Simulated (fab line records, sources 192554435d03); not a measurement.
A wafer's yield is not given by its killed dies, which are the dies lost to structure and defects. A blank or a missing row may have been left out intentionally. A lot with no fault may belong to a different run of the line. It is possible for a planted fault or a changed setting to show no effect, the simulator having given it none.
Matching of chambers ; flow n5-finfet ; N5_BEOL_M9_CURE_71 on uv-cure-03 has 3 sister chambers
The step cures SiCOH lowk, time 240 s. 3 wafers are shown with their chamber, then 8 later ones without.

WAFERS WITH THEIR CHAMBER
wafer;chamber;wafer_temp_C_max
L090.4;2;388.4
L089.5;0;386.5
L092.2;1;387.3

WAFERS WITHOUT THEIR CHAMBER
wafer;wafer_temp_C_max
L092.5;387.8
L092.6;387.2
L094.4;387.3
L094.5;388.3
L094.6;387.0
L096.1;388.1
L096.2;387.7
L096.4;387.5

WHICH CHAMBER EACH ONE RAN IN
wafer;from the rows above;in truth
L092.5;can't be placed: 1 or 2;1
L092.6;1;1
L094.4;1;1
L094.5;2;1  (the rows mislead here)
L094.6;can't be placed: 1 or 0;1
L096.1;can't be placed: 2 or 1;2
L096.2;can't be placed: 1 or 2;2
L096.4;1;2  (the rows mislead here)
2 of 8 placed correctly. Cannot be placed on the basis of these rows: 4; the candidates contain the true chamber in 4. Number placed wrongly: 2.
How it was worked out, from the rows above alone: a wafer's distance from a chamber is the root of the sum, over the readings, of the square of ((its reading less the chamber's mean) divided by the reading's scatter). The wafer belongs to the nearest chamber; if the next one is less than 2 further off, it can't be placed. The mean given for a chamber averages the wafers shown for that chamber. The scatter: with one shown wafer a chamber, the root of the mean of the squares of how far each hidden wafer lies from its nearest shown one.
